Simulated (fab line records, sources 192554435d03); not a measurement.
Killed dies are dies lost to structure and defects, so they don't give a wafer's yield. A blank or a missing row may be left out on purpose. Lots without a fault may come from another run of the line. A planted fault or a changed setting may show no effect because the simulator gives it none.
Which tool did it? | flow n5_finfet | 12 lots, 36 wafers sampled, at 2 steps of a route of 1938

WHAT THE GAUGES READ, wafer by wafer
N5_BEOL_M10_CD_MEAS_35: target cd 70 nm.
lot  | measured     | on        | cd_nm (nm)
L075 | day 10 06:59 | cd_sem-01 | 69.0 69.0 69.4
L077 | day 11 02:11 | cd_sem-03 | 69.3 69.9 70.4
L079 | day 11 09:38 | cd_sem-03 | 68.8 68.3 68.7
L080 | day 11 16:36 | cd_sem-03 | 71.3 70.4 71.6
L083 | day 12 03:23 | cd_sem-02 | 70.0 70.2 69.0
L085 | day 12 19:53 | cd_sem-03 | 71.1 70.4 70.4
L087 | day 13 16:35 | cd_sem-02 | 69.3 70.0 69.7
L089 | day 13 17:17 | cd_sem-01 | 70.9 70.8 71.2
L090 | day 14 01:28 | cd_sem-01 | 69.9 71.0 70.1
L093 | day 15 01:25 | cd_sem-02 | 70.1 69.7 70.2
L094 | day 15 19:04 | cd_sem-02 | 69.9 69.6 70.3
L097 | day 16 16:17 | cd_sem-01 | 69.6 69.9 70.8

WHICH TOOL RAN EACH LOT (tool, then ch and the chambers of the sampled wafers, then the start)
lot  | N5_BEOL_M10_ETCH_41
L075 | rie_diel-01 ch 0,2,3, day 10 06:59 or earlier
L077 | rie_diel-05 ch 0,2,3, day 11 02:11 or earlier
L079 | rie_diel-01 ch 0,1,2, day 11 09:38 or earlier
L080 | rie_diel-01 ch 1,2, day 11 16:36 or earlier
L083 | rie_diel-01 ch 0,1,3, day 12 03:23 or earlier
L085 | rie_diel-02 ch 0,1,2, day 12 19:53 or earlier
L087 | rie_diel-01 ch 1,2, day 13 16:35 or earlier
L089 | rie_diel-02 ch 1,2,3, day 13 17:17 or earlier
L090 | rie_diel-05 ch 0,1,2, day 14 01:28 or earlier
L093 | rie_diel-05 ch 0,2,3, day 15 01:25 or earlier
L094 | rie_diel-02 ch 2,3, day 15 19:04 or earlier
L097 | rie_diel-01 ch 1,2,3, day 16 16:17 or earlier
- N5_BEOL_M10_ETCH_41: etches SiCN in CH3F/O2, target depth 42.6 nm, time 86 s.

THE ANSWER, worked out from the rows above alone
Rule: what is usual is taken from the lots themselves. Put in order of their means at a reading, lots are off if they are a third of the lots or fewer, leave a main group of 4 or more, and stand apart from it by a gap of 3 or more times the standard deviation of the main group's means; of several such gaps the widest counts. A main group whose means are all the same, to the digits that the tables above print for the reading, isn't used. A lot without any number at a reading at which 4 lots or more have one is off too. The other lots that the step has rows for count as sound.
No lot is off at any reading shown: from this, nothing can be told.

WHAT THE SIMULATOR HAD PUT IN
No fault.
